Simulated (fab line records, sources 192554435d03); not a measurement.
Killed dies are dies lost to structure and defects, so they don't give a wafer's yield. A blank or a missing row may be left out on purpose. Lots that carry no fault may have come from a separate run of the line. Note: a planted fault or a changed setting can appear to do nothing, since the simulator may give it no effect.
Split-lot experiment    flow n5Finfet    21 wafers read across 7 lots, on a route 1938 steps long

ABOUT THE SPLIT
At N5_BEOL_M9_EXPOSE_25 (exposes mask V8), the setting doseMj was moved away from the recipe's 37.25 on 9 of the 21 wafers read, by -5.9% to +7.3%. All remaining wafers had this setting at the recipe value.

FROM THE SPLIT TO THE READING: what the file shows between them, 2 steps
- N5_BEOL_M9_PEB_26: peb time 60 s
- N5_BEOL_M9_DEVELOP_27: develop time 30 s

THE READING
cdNm at N5_BEOL_M9_CD_MEAS_28, given in nm (cd target 70 nm). Typical for fault-free wafers on this fab line: 69.94 nm, with standard deviation 0.28 nm.

wafer   tool, chamber at the split  doseMj as run  against the recipe  cdNm, nm  against lot-mates on the recipe
L081.2  euvScanner-01, 0            38.17          +2.5%               70.59     +0.82
L081.3  euvScanner-01, 0            38.17          +2.5%               71.04     +1.27
L081.4  euvScanner-01, 0            37.25          recipe              69.77     -
L082.1  euvScanner-02, 0            37.25          recipe              69.68     -
L082.4  euvScanner-02, 0            39.98          +7.3%               71.49     +1.81
L082.5  euvScanner-02, 0            37.25          recipe              69.67     -
L083.1  euvScanner-01, 0            37.25          recipe              70.01     -
L083.4  euvScanner-01, 0            37.25          recipe              69.99     -
L083.6  euvScanner-01, 0            37.25          recipe              69.80     -
L089.2  euvScanner-02, 0            37.25          recipe              70.02     -
L089.3  euvScanner-02, 0            35.04          -5.9%               67.99     -2.03
L089.6  euvScanner-02, 0            35.04          -5.9%               68.29     -1.73
L092.4  euvScanner-01, 0            36.07          -3.2%               69.11     -0.90
L092.5  euvScanner-01, 0            37.25          recipe              70.01     -
L092.6  euvScanner-01, 0            36.07          -3.2%               69.02     -0.99
L094.2  euvScanner-01, 0            35.85          -3.8%               69.15     -0.74
L094.4  euvScanner-01, 0            35.85          -3.8%               68.85     -1.04
L094.6  euvScanner-01, 0            37.25          recipe              69.89     -
L093.1  euvScanner-01, 0            37.25          recipe              70.41     -
L093.3  euvScanner-01, 0            37.25          recipe              70.40     -
L093.5  euvScanner-01, 0            37.25          recipe              70.29     -

FIT RESULTS
A straight line over all 21 wafers: cdNm changes by +0.27 nm for each +1% of doseMj; r = +0.95; the points scatter about the line by 0.26 nm.
The same after taking each lot's own level away (the mean of its wafers on the recipe; 21 wafers): +0.291 nm for each +1%; r = +0.98; scatter 0.19 nm.
According to that fit, moving doseMj by its largest amount changes the reading by 2.1 nm.
Measured against the standard deviation above, the lots' own levels, which go from 69.675 to 70.367 nm, span 2.5 times it.
Consequently the slope shifts little with the lot-to-lot level, the two slopes agreeing.
Check: with one of the wafers moved furthest among these (+7.3%) left out of the fit, the line predicts +2.38 nm for it against its lot-mates. Against them it came out at +1.81 nm.

OTHER SPLITS APPLIED TO THESE WAFERS
These wafers also went through other splits before the reading. Each is held against what the fit with the lots' levels taken away leaves over:
other split on the same wafers   wafers away from the commonest value  r with cdNm (lot level and that fit taken away)
N5_BEOL_M5_ETCH_68 biasW         6                                     +0.07
N5_BEOL_M5_TRENCH_ETCH_37 timeS  5                                     -0.41
N5_BEOL_M5_SPUTTER_90 timeS      8                                     -0.33
N5_BEOL_M9_COAT_60 spinRpm       5                                     +0.15
N5_BEOL_M9_ETCH_62 timeS         7                                     -0.09

THE FILE'S OWN FIT
cdNm changes by +0.28 nm for each +1% of doseMj, r = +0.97.
